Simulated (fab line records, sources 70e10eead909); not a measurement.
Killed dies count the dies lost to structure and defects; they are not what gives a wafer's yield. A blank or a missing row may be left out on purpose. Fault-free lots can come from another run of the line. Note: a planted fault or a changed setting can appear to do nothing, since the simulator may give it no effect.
A lot that was struck, set against a sound lot :: flow nand harc :: 15 out of 1302 route steps
Sound: the wafers L929.1, L929.2, L929.5. The struck wafers were L949.2, L949.5, L949.6. The cause comes at the end.
Per side, at each step with rows, come the tool, then ch with its chambers, and then its first start. Under that, the readings that differ: sound wafers :: struck wafers :: difference of the means :: sigmas: that difference in standard deviations of wafers without a fault.
alike: a reading whose means differ by less than 2 such deviations, as well as words and numbers matching on both sides. not compared: withheld readings; readings where some wafer has no value; bounds like >300 that might hide an equal value; numbers whose values overlap and for which the record gives no deviation.
A row with sigmas, a row that says differs or no value, or rows on one side alone: a step with any of these is where the two part. Numbers that don't overlap but have no deviation are shown without sigmas and don't part them. A reading that every wafer of one side lacks parts them only if that side has two wafers or more.

first, 9 steps without rows for these wafers: NHARC_P_ZERO_WELL_STRIP_28 (strips in SPM, time 840 s); NHARC_P_ZERO_WELL_DEHYDRATE_29 (time 120 s); NHARC_P_ZERO_WELL_HMDS_30 (time 30 s); NHARC_P_ZERO_WELL_COAT_31; NHARC_P_ZERO_WELL_SOFTBAKE_32 (time 95 s); NHARC_P_ZERO_WELL_EBR_33; NHARC_P_ZERO_WELL_EXPOSE_34 (exposes mask P PWELL, target cd 720 nm); NHARC_P_ZERO_WELL_PEB_35 (peb time 85 s); NHARC_P_ZERO_WELL_DEVELOP_36 (time 70 s).
NHARC_P_ZERO_WELL_CD_MEAS_37 targets a cd of 720 nm.
  sound on cd sem-02 ch 0, day 2 00:22; struck on cd sem-02 ch 0, day 10 08:10
reading: cd nm (nm)
sound: 724.5 722.2 720.9
struck: 718.7 719.4 719.6
difference: -3.3
sigmas: -2
then, 1 step without rows for these wafers: NHARC_P_ZERO_WELL_HARDBAKE_38 (time 80 s).
NHARC_P_ZERO_WELL_DESCUM_39: chemistry O2, time 3 s.
  sound on rie diel-07 ch 0,1,3, day 2 00:31; struck on rie diel-04 ch 0,1, day 10 08:25
  alike: drypump motor current A, oes product au, rf vpp V, showerhead plenum p Torr, throttle valve pct
  not compared: rf hours counter h
NHARC_P_ZERO_WELL_IMPLANT_40:
  sound on implanter-02 ch 0, day 2 00:40; struck on implanter-02 ch 0, day 10 08:34
reading: dose ions cm2
sound: 9.995e+12 1.0004e+13 1.0002e+13
struck: 5.23e+12 5.23e+12 5.211e+12
difference: -4.78e+12
sigmas: -99 or more

reading: faraday current uA
sound: 126.0 128.2 128.5
struck: 67.1 67.3 64.3
difference: -61.3
sigmas: -26
following that, these wafers have no rows for 1 step: NHARC_P_ZERO_WELL_IMPLANT_59.
NHARC_END_SORT_01:
  the record has rows for the sound wafers here (prober-02 ch 0, day 24 02:13) and none for the struck ones

== WHERE THEY PART ==
First at NHARC_P_ZERO_WELL_CD_MEAS_37; last, within this record, at NHARC_END_SORT_01.

WHY: the cause the simulator had injected
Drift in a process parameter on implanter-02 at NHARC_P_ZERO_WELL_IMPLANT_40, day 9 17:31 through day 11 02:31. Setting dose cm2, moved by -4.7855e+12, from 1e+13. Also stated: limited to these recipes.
